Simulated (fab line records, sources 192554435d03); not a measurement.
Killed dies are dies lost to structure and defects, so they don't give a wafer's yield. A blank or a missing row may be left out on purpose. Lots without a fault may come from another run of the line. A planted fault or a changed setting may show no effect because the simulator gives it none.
Chamber matching | flow n5_finfet | N5_BEOL_M12_ETCH_68 on rie_diel-01: 4 sister chambers
The step etches SOC in N2/H2, time 285 s. 8 wafers are shown with their chamber, then 8 later ones without.

WAFERS WITH THEIR CHAMBER
wafer  | chamber | showerhead_plenum_p_Torr (Torr) | drypump_motor_current_A (A)
L083.5 | 3       | 2.50                            | 6.1
L083.6 | 0       | 2.66                            | 5.2
L085.2 | 3       | 2.50                            | 6.2
L085.6 | 1       | 2.48                            | 5.3
L090.2 | 1       | 2.48                            | 5.3
L090.3 | 2       | 2.44                            | 5.6
L090.5 | 0       | 2.65                            | 5.2
L093.2 | 2       | 2.44                            | 5.6

WAFERS WITHOUT THEIR CHAMBER
wafer  | showerhead_plenum_p_Torr (Torr) | drypump_motor_current_A (A)
L093.5 | 2.65                            | 5.2
L093.6 | 2.47                            | 5.3
L094.2 | 2.49                            | 6.1
L094.4 | 2.65                            | 5.2
L094.5 | 2.49                            | 6.1
L096.3 | 2.44                            | 5.6
L096.5 | 2.47                            | 5.4
L096.6 | 2.44                            | 5.6

WHICH CHAMBER EACH WENT THROUGH
wafer  | from the rows above | in truth
L093.5 | 0                   | 0
L093.6 | 1                   | 1
L094.2 | 3                   | 3
L094.4 | 0                   | 0
L094.5 | 3                   | 3
L096.3 | 2                   | 2
L096.5 | 1                   | 1
L096.6 | 2                   | 2
Placed correctly: 8 of 8. Can't be placed from these rows: 0. Placed wrongly: 0.
How it was worked out, from the rows above alone: a wafer's distance from a chamber is the root of the sum, over the readings, of the square of ((its reading less the chamber's mean) divided by the reading's scatter). The wafer belongs to the nearest chamber; if the next one is less than 2 further off, it can't be placed. A chamber's mean is the mean of its shown wafers. The scatter: the root of (the sum of the squares of (reading less its chamber's mean) over the shown wafers, divided by (wafers less chambers)).
